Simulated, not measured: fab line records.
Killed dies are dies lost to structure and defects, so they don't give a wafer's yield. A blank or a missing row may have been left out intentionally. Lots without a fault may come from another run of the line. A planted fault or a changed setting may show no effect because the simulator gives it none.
Chamber matching / flow n5_finfet / N5_BEOL_M7_STRIP_67 on rie_diel-01 has 4 sister chambers
The step strips in CF4. 4 wafers are shown with their chamber, then 10 later ones without.

== WAFERS WITH THEIR CHAMBER ==
wafer=L084.4; chamber=2; showerhead_plenum_p_Torr (Torr)=1.78
wafer=L088.3; chamber=0; showerhead_plenum_p_Torr (Torr)=1.84
wafer=L091.1; chamber=1; showerhead_plenum_p_Torr (Torr)=1.82
wafer=L091.2; chamber=3; showerhead_plenum_p_Torr (Torr)=1.72

== WAFERS WHOSE CHAMBER IS MISSING ==
wafer=L091.6; showerhead_plenum_p_Torr (Torr)=1.72
wafer=L092.1; showerhead_plenum_p_Torr (Torr)=1.84
wafer=L092.3; showerhead_plenum_p_Torr (Torr)=1.77
wafer=L092.4; showerhead_plenum_p_Torr (Torr)=1.81
wafer=L093.2; showerhead_plenum_p_Torr (Torr)=1.72
wafer=L093.4; showerhead_plenum_p_Torr (Torr)=1.77
wafer=L093.5; showerhead_plenum_p_Torr (Torr)=1.81
wafer=L097.1; showerhead_plenum_p_Torr (Torr)=1.83
wafer=L097.3; showerhead_plenum_p_Torr (Torr)=1.77
wafer=L097.5; showerhead_plenum_p_Torr (Torr)=1.71

== CHAMBER TAKEN BY EACH ==
wafer=L091.6; from the rows above=3; in truth=3
wafer=L092.1; from the rows above=0; in truth=0
wafer=L092.3; from the rows above=2; in truth=2
wafer=L092.4; from the rows above=1; in truth=1
wafer=L093.2; from the rows above=3; in truth=3
wafer=L093.4; from the rows above=2; in truth=2
wafer=L093.5; from the rows above=1; in truth=1
wafer=L097.1; from the rows above=can't be placed: 0 or 1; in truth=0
wafer=L097.3; from the rows above=2; in truth=2
wafer=L097.5; from the rows above=3; in truth=3
9 of 10 placed correctly. Unplaceable from these rows: 1, with the true chamber sitting among the candidates in 1. Number placed wrongly: 0.
How it was worked out, from the rows above alone: a wafer's distance from a chamber is the root of the sum, over the readings, of the square of ((its reading less the chamber's mean) divided by the reading's scatter). The wafer belongs to the nearest chamber; if the next one is less than 2 further off, it can't be placed. Each chamber's mean is taken over the wafers shown for it. The scatter: with one shown wafer a chamber, the root of the mean of the squares of how far each hidden wafer lies from its nearest shown one.
